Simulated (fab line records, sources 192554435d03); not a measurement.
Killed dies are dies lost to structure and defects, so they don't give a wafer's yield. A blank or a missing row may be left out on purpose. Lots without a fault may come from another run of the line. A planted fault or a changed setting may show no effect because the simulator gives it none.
Which tool did it? | flow n5_finfet | 10 lots, 29 wafers sampled, at 4 steps of a route of 1938

WHAT THE GAUGES READ, wafer by wafer
N5_BEOL_M10_CD_MEAS_35: target cd 70 nm.
lot  | measured     | on        | cd_nm (nm)
L790 | day 10 11:40 | cd_sem-02 | 70.8 69.0 71.0
L789 | day 10 16:11 | cd_sem-02 | 69.5 69.1 69.3
L791 | day 10 16:21 | cd_sem-02 | 69.9 70.9 69.4
L796 | day 12 04:00 | cd_sem-02 | 70.9 69.2 69.5
L798 | day 12 09:43 | cd_sem-03 | 69.2 70.4 69.7
L801 | day 13 12:19 | cd_sem-01 | 70.2 71.1 69.7
L805 | day 14 15:55 | cd_sem-03 | 69.4 69.9 69.4
L809 | day 15 14:01 | cd_sem-03 | 69.8 69.8 68.7
L808 | day 15 14:11 | cd_sem-01 | 68.3 69.7
L812 | day 16 01:40 | cd_sem-03 | 68.2 68.4 69.3

WHICH TOOL RAN EACH LOT (tool, then ch and the chambers of the sampled wafers, then the start)
lot  | N5_BEOL_M10_DESCUM_33              | N5_BEOL_M10_VIA_ETCH_34            | N5_BEOL_M10_TRENCH_ETCH_37
L790 | rie_diel-01 ch 1,2, day 10 11:01   | rie_diel-01 ch 1,2, day 10 11:14   | rie_diel-01 ch 1,2, day 10 11:40 or earlier
L789 | rie_diel-04 ch 0,1,2, day 10 15:32 | rie_diel-04 ch 0,1,2, day 10 15:44 | rie_diel-04 ch 0,1,2, day 10 16:11 or earlier
L791 | rie_diel-01 ch 1,2,3, day 10 15:40 | rie_diel-01 ch 1,2,3, day 10 15:53 | rie_diel-01 ch 1,2,3, day 10 16:21 or earlier
L796 | rie_diel-04 ch 1,2, day 12 03:22   | rie_diel-04 ch 1,2, day 12 03:34   | rie_diel-04 ch 1,2, day 12 04:00 or earlier
L798 | rie_diel-04 ch 0,1,2, day 12 09:04 | rie_diel-04 ch 0,1,2, day 12 09:16 | rie_diel-04 ch 0,1,2, day 12 09:43 or earlier
L801 | rie_diel-05 ch 1,2, day 13 11:40   | rie_diel-05 ch 1,2, day 13 11:52   | rie_diel-05 ch 1,2, day 13 12:19 or earlier
L805 | rie_diel-05 ch 0,1,3, day 14 15:15 | rie_diel-05 ch 0,1,3, day 14 15:28 | rie_diel-05 ch 0,1,3, day 14 15:55 or earlier
L809 | rie_diel-01 ch 0,2, day 15 13:22   | rie_diel-01 ch 0,2, day 15 13:34   | rie_diel-01 ch 0,2, day 15 14:01 or earlier
L808 | rie_diel-04 ch 0,3, day 15 13:32   | rie_diel-04 ch 0,3, day 15 13:44   | rie_diel-04 ch 0,3, day 15 14:11 or earlier
L812 | rie_diel-04 ch 2,3, day 16 00:55   | rie_diel-04 ch 2,3, day 16 01:08   | rie_diel-04 ch 2,3, day 16 01:40 or earlier
- N5_BEOL_M10_DESCUM_33: chemistry O2, time 7.9 s.
- N5_BEOL_M10_VIA_ETCH_34: etches SiCOH lowk in C4F6/O2, target depth 184.5 nm, time 69.2 s.
- N5_BEOL_M10_TRENCH_ETCH_37: etches SiCOH lowk in C4F6/O2, target depth 148.83 nm, time 48 s.

THE ANSWER, worked out from the rows above alone
Rule: what is usual is taken from the lots themselves. Put in order of their means at a reading, lots are off if they are a third of the lots or fewer, leave a main group of 4 or more, and stand apart from it by a gap of 3 or more times the standard deviation of the main group's means; of several such gaps the widest counts. A main group whose means are all the same, to the digits that the tables above print for the reading, isn't used. A lot without any number at a reading at which 4 lots or more have one is off too. The other lots that the step has rows for count as sound.
No lot is off at any reading shown: from this, nothing can be told.

WHAT THE SIMULATOR HAD PUT IN
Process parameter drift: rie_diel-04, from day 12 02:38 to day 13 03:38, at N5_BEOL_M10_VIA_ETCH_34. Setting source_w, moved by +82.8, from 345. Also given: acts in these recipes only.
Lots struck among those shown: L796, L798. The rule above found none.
